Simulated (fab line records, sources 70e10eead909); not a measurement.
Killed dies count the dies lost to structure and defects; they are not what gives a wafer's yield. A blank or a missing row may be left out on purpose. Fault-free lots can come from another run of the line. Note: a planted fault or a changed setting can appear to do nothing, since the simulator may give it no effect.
What tool caused it? || flow nand-harc || Sampling: 15 lots, 45 wafers, 4 of 1302 route steps

== WHAT EACH GAUGE READ, for each wafer ==
No reading from a measuring or inspecting step in the record can be judged against a usual standard deviation.

== WHICH TOOL RAN EACH LOT (tool, then ch and the chambers of the sampled wafers, then the start) ==
{"lot": "L317", "NHARC_A_CONTACT_ETCH_122": "har-cap-etch-02 ch 0,1, day 21 00:40", "NHARC_A_CONTACT_DEP_58": "pecvd-02 ch 0,2, day 21 07:28", "NHARC_A_CONTACT_EXPOSE_66": "arfi-scanner-03 ch 0, day 21 07:59", "NHARC_A_CONTACT_ETCH_76": "rie-diel-02 ch 0,1,2, no start"}
{"lot": "L318", "NHARC_A_CONTACT_ETCH_122": "har-cap-etch-03 ch 0,1, day 22 00:55", "NHARC_A_CONTACT_DEP_58": "pecvd-02 ch 0,1,2, day 22 06:48", "NHARC_A_CONTACT_EXPOSE_66": "arfi-scanner-01 ch 0, day 22 07:21", "NHARC_A_CONTACT_ETCH_76": "rie-diel-13 ch 0,1,2, no start"}
{"lot": "L319", "NHARC_A_CONTACT_ETCH_122": "har-cap-etch-02 ch 0,1, day 22 02:41", "NHARC_A_CONTACT_DEP_58": "pecvd-02 ch 0,2, day 22 08:29", "NHARC_A_CONTACT_EXPOSE_66": "arfi-scanner-02 ch 0, day 22 09:02", "NHARC_A_CONTACT_ETCH_76": "rie-diel-13 ch 1,2, no start"}
{"lot": "L322", "NHARC_A_CONTACT_ETCH_122": "har-cap-etch-01 ch 0,1, day 23 07:28", "NHARC_A_CONTACT_DEP_58": "pecvd-04 ch 0,1,2, day 23 13:04", "NHARC_A_CONTACT_EXPOSE_66": "arfi-scanner-03 ch 0, day 23 13:40", "NHARC_A_CONTACT_ETCH_76": "rie-diel-13 ch 0,1,2, no start"}
{"lot": "L321", "NHARC_A_CONTACT_ETCH_122": "har-cap-etch-03 ch 0, day 23 09:01", "NHARC_A_CONTACT_DEP_58": "pecvd-01 ch 1,2, day 23 14:58", "NHARC_A_CONTACT_EXPOSE_66": "arfi-scanner-01 ch 0, day 23 15:30", "NHARC_A_CONTACT_ETCH_76": "rie-diel-12 ch 0,1,3, no start"}
{"lot": "L323", "NHARC_A_CONTACT_ETCH_122": "har-cap-etch-01 ch 0,1, day 24 01:16", "NHARC_A_CONTACT_DEP_58": "pecvd-01 ch 0,1,2, day 24 06:53", "NHARC_A_CONTACT_EXPOSE_66": "arfi-scanner-01 ch 0, day 24 07:16", "NHARC_A_CONTACT_ETCH_76": "rie-diel-13 ch 0,3, no start"}
{"lot": "L325", "NHARC_A_CONTACT_ETCH_122": "har-cap-etch-03 ch 0,1, day 24 18:51", "NHARC_A_CONTACT_DEP_58": "pecvd-01 ch 0,1,2, day 25 00:28", "NHARC_A_CONTACT_EXPOSE_66": "arfi-scanner-01 ch 0, day 25 00:52", "NHARC_A_CONTACT_ETCH_76": "rie-diel-13 ch 1,2,3, no start"}
{"lot": "L324", "NHARC_A_CONTACT_ETCH_122": "har-cap-etch-02 ch 0,1, day 25 00:46", "NHARC_A_CONTACT_DEP_58": "pecvd-01 ch 0,1,2, day 25 07:22", "NHARC_A_CONTACT_EXPOSE_66": "arfi-scanner-03 ch 0, day 25 07:56", "NHARC_A_CONTACT_ETCH_76": "rie-diel-13 ch 0,1,2, no start"}
{"lot": "L327", "NHARC_A_CONTACT_ETCH_122": "har-cap-etch-01 ch 1, day 25 15:40", "NHARC_A_CONTACT_DEP_58": "pecvd-01 ch 0,1,2, day 25 21:17", "NHARC_A_CONTACT_EXPOSE_66": "arfi-scanner-02 ch 0, day 25 21:43", "NHARC_A_CONTACT_ETCH_76": "rie-diel-02 ch 0,1, no start"}
{"lot": "L329", "NHARC_A_CONTACT_ETCH_122": "har-cap-etch-03 ch 0,1, day 26 11:24", "NHARC_A_CONTACT_DEP_58": "pecvd-04 ch 0,2, day 26 20:55", "NHARC_A_CONTACT_EXPOSE_66": "arfi-scanner-03 ch 0, day 26 21:28", "NHARC_A_CONTACT_ETCH_76": "rie-diel-13 ch 1,2, no start"}
{"lot": "L330", "NHARC_A_CONTACT_ETCH_122": "har-cap-etch-01 ch 0,1, day 26 21:43", "NHARC_A_CONTACT_DEP_58": "pecvd-01 ch 0,1,2, day 27 03:20", "NHARC_A_CONTACT_EXPOSE_66": "arfi-scanner-01 ch 0, day 27 03:55", "NHARC_A_CONTACT_ETCH_76": "rie-diel-13 ch 0,1,2, no start"}
{"lot": "L331", "NHARC_A_CONTACT_ETCH_122": "har-cap-etch-03 ch 0,1, day 26 22:57", "NHARC_A_CONTACT_DEP_58": "pecvd-01 ch 0,1,2, day 27 06:06", "NHARC_A_CONTACT_EXPOSE_66": "arfi-scanner-03 ch 0, day 27 06:39", "NHARC_A_CONTACT_ETCH_76": "rie-diel-13 ch 1,2,3, no start"}
{"lot": "L332", "NHARC_A_CONTACT_ETCH_122": "har-cap-etch-01 ch 0,1, day 27 18:33", "NHARC_A_CONTACT_DEP_58": "pecvd-01 ch 0,2, day 28 00:52", "NHARC_A_CONTACT_EXPOSE_66": "arfi-scanner-01, day 28 01:27", "NHARC_A_CONTACT_ETCH_76": "rie-diel-02 ch 0,1, no start"}
{"lot": "L333", "NHARC_A_CONTACT_ETCH_122": "har-cap-etch-03 ch 0,1, day 28 01:52", "NHARC_A_CONTACT_DEP_58": "pecvd-04 ch 0,1,2, day 28 07:50", "NHARC_A_CONTACT_EXPOSE_66": "arfi-scanner-02, day 28 08:25", "NHARC_A_CONTACT_ETCH_76": "rie-diel-13 ch 1,2,3, no start"}
{"lot": "L336", "NHARC_A_CONTACT_ETCH_122": "har-cap-etch-01 ch 0,1, day 29 01:47", "NHARC_A_CONTACT_DEP_58": "pecvd-02 ch 0,2, day 29 08:49", "NHARC_A_CONTACT_EXPOSE_66": "arfi-scanner-02, day 29 09:15", "NHARC_A_CONTACT_ETCH_76": "rie-diel-13 ch 1,2,3, no start"}
- NHARC_A_CONTACT_ETCH_122: etches the open film in C4F8/O2/Ar, time 190 s, target depth 1850 nm.
- NHARC_A_CONTACT_DEP_58: deposits SiON, target thk 90 nm.
- NHARC_A_CONTACT_EXPOSE_66: exposes mask A CC 2.
- NHARC_A_CONTACT_ETCH_76: etches the open film in N2/H2, target depth 260 nm, time 475.3 s.

== AS READ BY THE TOOLS THEMSELVES (means over the sampled wafers that have a number; for cases with no such wafer, the mark the record gives instead) ==
NHARC_A_CONTACT_ETCH_122. Usual: oes-air-line-au 0.996 a.u., standard deviation 0.02.
{"lot": "L317", "tool": "har-cap-etch-02", "oes-air-line-au (a.u.)": 0.971, "flag": ""}
{"lot": "L318", "tool": "har-cap-etch-03", "oes-air-line-au (a.u.)": 1.000, "flag": ""}
{"lot": "L319", "tool": "har-cap-etch-02", "oes-air-line-au (a.u.)": 1.007, "flag": ""}
{"lot": "L322", "tool": "har-cap-etch-01", "oes-air-line-au (a.u.)": 1.011, "flag": ""}
{"lot": "L321", "tool": "har-cap-etch-03", "oes-air-line-au (a.u.)": 0.988, "flag": ""}
{"lot": "L323", "tool": "har-cap-etch-01", "oes-air-line-au (a.u.)": 0.979, "flag": ""}
{"lot": "L325", "tool": "har-cap-etch-03", "oes-air-line-au (a.u.)": 1.009, "flag": ""}
{"lot": "L324", "tool": "har-cap-etch-02", "oes-air-line-au (a.u.)": 0.982, "flag": ""}
{"lot": "L327", "tool": "har-cap-etch-01", "oes-air-line-au (a.u.)": 1.026, "flag": ""}
{"lot": "L329", "tool": "har-cap-etch-03", "oes-air-line-au (a.u.)": 0.967, "flag": ""}
{"lot": "L330", "tool": "har-cap-etch-01", "oes-air-line-au (a.u.)": 1.020, "flag": ""}
{"lot": "L331", "tool": "har-cap-etch-03", "oes-air-line-au (a.u.)": 1.002, "flag": ""}
{"lot": "L332", "tool": "har-cap-etch-01", "oes-air-line-au (a.u.)": 0.998, "flag": ""}
{"lot": "L333", "tool": "har-cap-etch-03", "oes-air-line-au (a.u.)": 0.998, "flag": ""}
{"lot": "L336", "tool": "har-cap-etch-01", "oes-air-line-au (a.u.)": 1.011, "flag": ""}

NHARC_A_CONTACT_DEP_58. Usual: heater-power-w 738 W, standard deviation 110.
{"lot": "L317", "tool": "pecvd-02", "heater-power-w (W)": 837, "flag": ""}
{"lot": "L318", "tool": "pecvd-02", "heater-power-w (W)": 842, "flag": ""}
{"lot": "L319", "tool": "pecvd-02", "heater-power-w (W)": 769, "flag": ""}
{"lot": "L322", "tool": "pecvd-04", "heater-power-w (W)": 675, "flag": ""}
{"lot": "L321", "tool": "pecvd-01", "heater-power-w (W)": 708, "flag": ""}
{"lot": "L323", "tool": "pecvd-01", "heater-power-w (W)": 708, "flag": ""}
{"lot": "L325", "tool": "pecvd-01", "heater-power-w (W)": 721, "flag": ""}
{"lot": "L324", "tool": "pecvd-01", "heater-power-w (W)": 753, "flag": ""}
{"lot": "L327", "tool": "pecvd-01", "heater-power-w (W)": 700, "flag": ""}
{"lot": "L329", "tool": "pecvd-04", "heater-power-w (W)": 641, "flag": ""}
{"lot": "L330", "tool": "pecvd-01", "heater-power-w (W)": 669, "flag": ""}
{"lot": "L331", "tool": "pecvd-01", "heater-power-w (W)": 684, "flag": ""}
{"lot": "L332", "tool": "pecvd-01", "heater-power-w (W)": 628, "flag": ""}
{"lot": "L333", "tool": "pecvd-04", "heater-power-w (W)": 728, "flag": ""}
{"lot": "L336", "tool": "pecvd-02", "heater-power-w (W)": 828, "flag": ""}

NHARC_A_CONTACT_EXPOSE_66. Usual: exposure-dose-mJ-cm2 59.09, standard deviation 0.15; focus-offset-nm 0.0 nm, standard deviation 0.52; reticle-temp-C 23.01 C, standard deviation 0.1; stage-vel-mm-s 499.99 mm/s, standard deviation 0.25.
{"lot": "L317", "tool": "arfi-scanner-03", "exposure-dose-mJ-cm2": 59.01, "focus-offset-nm (nm)": 0.2, "reticle-temp-C (C)": 23.05, "stage-vel-mm-s (mm/s)": 499.67, "flag": ""}
{"lot": "L318", "tool": "arfi-scanner-01", "exposure-dose-mJ-cm2": 59.05, "focus-offset-nm (nm)": -0.3, "reticle-temp-C (C)": 22.94, "stage-vel-mm-s (mm/s)": 499.99, "flag": ""}
{"lot": "L319", "tool": "arfi-scanner-02", "exposure-dose-mJ-cm2": 59.34, "focus-offset-nm (nm)": 0.2, "reticle-temp-C (C)": 22.98, "stage-vel-mm-s (mm/s)": 500.09, "flag": ""}
{"lot": "L322", "tool": "arfi-scanner-03", "exposure-dose-mJ-cm2": 58.89, "focus-offset-nm (nm)": 0.1, "reticle-temp-C (C)": 22.94, "stage-vel-mm-s (mm/s)": 500.10, "flag": ""}
{"lot": "L321", "tool": "arfi-scanner-01", "exposure-dose-mJ-cm2": 58.95, "focus-offset-nm (nm)": -0.2, "reticle-temp-C (C)": 23.07, "stage-vel-mm-s (mm/s)": 500.05, "flag": ""}
{"lot": "L323", "tool": "arfi-scanner-01", "exposure-dose-mJ-cm2": 58.96, "focus-offset-nm (nm)": 0.0, "reticle-temp-C (C)": 23.10, "stage-vel-mm-s (mm/s)": 499.95, "flag": ""}
{"lot": "L325", "tool": "arfi-scanner-01", "exposure-dose-mJ-cm2": 58.97, "focus-offset-nm (nm)": 0.3, "reticle-temp-C (C)": 22.92, "stage-vel-mm-s (mm/s)": 500.06, "flag": ""}
{"lot": "L324", "tool": "arfi-scanner-03", "exposure-dose-mJ-cm2": 58.89, "focus-offset-nm (nm)": -0.1, "reticle-temp-C (C)": 23.10, "stage-vel-mm-s (mm/s)": 499.72, "flag": ""}
{"lot": "L327", "tool": "arfi-scanner-02", "exposure-dose-mJ-cm2": 59.29, "focus-offset-nm (nm)": 0.6, "reticle-temp-C (C)": 23.14, "stage-vel-mm-s (mm/s)": 500.25, "flag": ""}
{"lot": "L329", "tool": "arfi-scanner-03", "exposure-dose-mJ-cm2": 58.96, "focus-offset-nm (nm)": -0.5, "reticle-temp-C (C)": 22.97, "stage-vel-mm-s (mm/s)": 500.14, "flag": ""}
{"lot": "L330", "tool": "arfi-scanner-01", "exposure-dose-mJ-cm2": 59.06, "focus-offset-nm (nm)": 0.3, "reticle-temp-C (C)": 22.96, "stage-vel-mm-s (mm/s)": 499.98, "flag": ""}
{"lot": "L331", "tool": "arfi-scanner-03", "exposure-dose-mJ-cm2": 58.99, "focus-offset-nm (nm)": -0.3, "reticle-temp-C (C)": 23.01, "stage-vel-mm-s (mm/s)": 500.11, "flag": ""}
{"lot": "L332", "tool": "arfi-scanner-01", "exposure-dose-mJ-cm2": "-", "focus-offset-nm (nm)": "-", "reticle-temp-C (C)": "-", "stage-vel-mm-s (mm/s)": "-", "flag": "OFF"}
{"lot": "L333", "tool": "arfi-scanner-02", "exposure-dose-mJ-cm2": "-", "focus-offset-nm (nm)": "-", "reticle-temp-C (C)": "-", "stage-vel-mm-s (mm/s)": "-", "flag": "OFF"}
{"lot": "L336", "tool": "arfi-scanner-02", "exposure-dose-mJ-cm2": "-", "focus-offset-nm (nm)": "-", "reticle-temp-C (C)": "-", "stage-vel-mm-s (mm/s)": "-", "flag": "OFF"}

NHARC_A_CONTACT_ETCH_76. Usual: for bias-w, 150.0 W with a standard deviation of 0.46; for drypump-motor-current-A, 5.8 A with a standard deviation of 0.51; for h2-flow-sccm, 150.0 sccm with a standard deviation of 0.43; for oes-product-au, 0.999 a.u. with a standard deviation of 0.009; for rf-vpp-V, 427.7 V with a standard deviation of 2.4; for showerhead-plenum-p-Torr, 1.94 Torr with a standard deviation of 0.078; for throttle-valve-pct, 14.170 % with a standard deviation of 0.009.
{"lot": "L317", "tool": "rie-diel-02", "bias-w (W)": 150.2, "drypump-motor-current-A (A)": 5.9, "h2-flow-sccm (sccm)": 149.8, "oes-product-au (a.u.)": 0.996, "rf-vpp-V (V)": 429.1, "showerhead-plenum-p-Torr (Torr)": 1.99, "throttle-valve-pct (%)": 14.169, "flag": ""}
{"lot": "L318", "tool": "rie-diel-13", "bias-w (W)": 149.7, "drypump-motor-current-A (A)": 5.9, "h2-flow-sccm (sccm)": 150.1, "oes-product-au (a.u.)": 1.000, "rf-vpp-V (V)": 427.2, "showerhead-plenum-p-Torr (Torr)": 1.91, "throttle-valve-pct (%)": 14.170, "flag": ""}
{"lot": "L319", "tool": "rie-diel-13", "bias-w (W)": 149.7, "drypump-motor-current-A (A)": 6.3, "h2-flow-sccm (sccm)": 150.2, "oes-product-au (a.u.)": 0.996, "rf-vpp-V (V)": 426.5, "showerhead-plenum-p-Torr (Torr)": 1.91, "throttle-valve-pct (%)": 14.166, "flag": ""}
{"lot": "L322", "tool": "rie-diel-13", "bias-w (W)": 149.9, "drypump-motor-current-A (A)": 5.9, "h2-flow-sccm (sccm)": 150.1, "oes-product-au (a.u.)": 0.999, "rf-vpp-V (V)": 425.7, "showerhead-plenum-p-Torr (Torr)": 1.91, "throttle-valve-pct (%)": 14.176, "flag": ""}
{"lot": "L321", "tool": "rie-diel-12", "bias-w (W)": 150.2, "drypump-motor-current-A (A)": 5.4, "h2-flow-sccm (sccm)": 149.8, "oes-product-au (a.u.)": 1.008, "rf-vpp-V (V)": 429.5, "showerhead-plenum-p-Torr (Torr)": 2.00, "throttle-valve-pct (%)": 14.168, "flag": ""}
{"lot": "L323", "tool": "rie-diel-13", "bias-w (W)": 150.1, "drypump-motor-current-A (A)": 5.3, "h2-flow-sccm (sccm)": 149.8, "oes-product-au (a.u.)": 1.000, "rf-vpp-V (V)": 428.1, "showerhead-plenum-p-Torr (Torr)": 1.92, "throttle-valve-pct (%)": 14.168, "flag": ""}
{"lot": "L325", "tool": "rie-diel-13", "bias-w (W)": 150.0, "drypump-motor-current-A (A)": 6.0, "h2-flow-sccm (sccm)": 150.3, "oes-product-au (a.u.)": 0.989, "rf-vpp-V (V)": 427.8, "showerhead-plenum-p-Torr (Torr)": 1.92, "throttle-valve-pct (%)": 14.164, "flag": ""}
{"lot": "L324", "tool": "rie-diel-13", "bias-w (W)": 149.9, "drypump-motor-current-A (A)": 5.9, "h2-flow-sccm (sccm)": 150.0, "oes-product-au (a.u.)": 0.998, "rf-vpp-V (V)": 426.5, "showerhead-plenum-p-Torr (Torr)": 1.90, "throttle-valve-pct (%)": 14.171, "flag": ""}
{"lot": "L327", "tool": "rie-diel-02", "bias-w (W)": 150.1, "drypump-motor-current-A (A)": 6.0, "h2-flow-sccm (sccm)": 149.8, "oes-product-au (a.u.)": 1.007, "rf-vpp-V (V)": 430.6, "showerhead-plenum-p-Torr (Torr)": 2.03, "throttle-valve-pct (%)": 14.175, "flag": ""}
{"lot": "L329", "tool": "rie-diel-13", "bias-w (W)": 150.3, "drypump-motor-current-A (A)": 6.3, "h2-flow-sccm (sccm)": 149.4, "oes-product-au (a.u.)": 0.992, "rf-vpp-V (V)": 427.1, "showerhead-plenum-p-Torr (Torr)": 1.92, "throttle-valve-pct (%)": 14.169, "flag": ""}
{"lot": "L330", "tool": "rie-diel-13", "bias-w (W)": 150.4, "drypump-motor-current-A (A)": 5.9, "h2-flow-sccm (sccm)": 150.1, "oes-product-au (a.u.)": 1.002, "rf-vpp-V (V)": 426.3, "showerhead-plenum-p-Torr (Torr)": 1.90, "throttle-valve-pct (%)": 14.167, "flag": ""}
{"lot": "L331", "tool": "rie-diel-13", "bias-w (W)": 150.2, "drypump-motor-current-A (A)": 6.0, "h2-flow-sccm (sccm)": 150.1, "oes-product-au (a.u.)": 0.997, "rf-vpp-V (V)": 428.0, "showerhead-plenum-p-Torr (Torr)": 1.92, "throttle-valve-pct (%)": 14.169, "flag": ""}
{"lot": "L332", "tool": "rie-diel-02", "bias-w (W)": 150.4, "drypump-motor-current-A (A)": 6.0, "h2-flow-sccm (sccm)": 150.1, "oes-product-au (a.u.)": 1.001, "rf-vpp-V (V)": 430.3, "showerhead-plenum-p-Torr (Torr)": 2.02, "throttle-valve-pct (%)": 14.179, "flag": ""}
{"lot": "L333", "tool": "rie-diel-13", "bias-w (W)": 149.9, "drypump-motor-current-A (A)": 6.0, "h2-flow-sccm (sccm)": 149.8, "oes-product-au (a.u.)": 0.999, "rf-vpp-V (V)": 427.2, "showerhead-plenum-p-Torr (Torr)": 1.92, "throttle-valve-pct (%)": 14.167, "flag": ""}
{"lot": "L336", "tool": "rie-diel-13", "bias-w (W)": 150.0, "drypump-motor-current-A (A)": 6.0, "h2-flow-sccm (sccm)": 149.9, "oes-product-au (a.u.)": 1.002, "rf-vpp-V (V)": 427.1, "showerhead-plenum-p-Torr (Torr)": 1.92, "throttle-valve-pct (%)": 14.172, "flag": ""}

== THE ANSWER, worked out from the rows above alone ==
Rule: take the mean of a lot's wafers that have a number; if it is more than 3 standard deviations from the usual mean, the lot is off. Also off: a lot with no number at a reading for which 4 or more lots have one. The other lots that the step has rows for count as sound. First the gauges in route order, then the tools' own readings, where a lot's mean is used as printed above. At the first step where some lot is off, the reading lying furthest off is the one used; lots without a number count as furthest.
Off: L332, L333, L336, at NHARC_A_CONTACT_EXPOSE_66 (exposure-dose-mJ-cm2). Without a number there: L332, L333, L336.
If a tool, at that step or one of the process steps before it, ran each lot that is off and ran no sound lot following the first of them, it fits. None of those tried fits.

== WHAT WAS PUT IN BY THE SIMULATOR ==
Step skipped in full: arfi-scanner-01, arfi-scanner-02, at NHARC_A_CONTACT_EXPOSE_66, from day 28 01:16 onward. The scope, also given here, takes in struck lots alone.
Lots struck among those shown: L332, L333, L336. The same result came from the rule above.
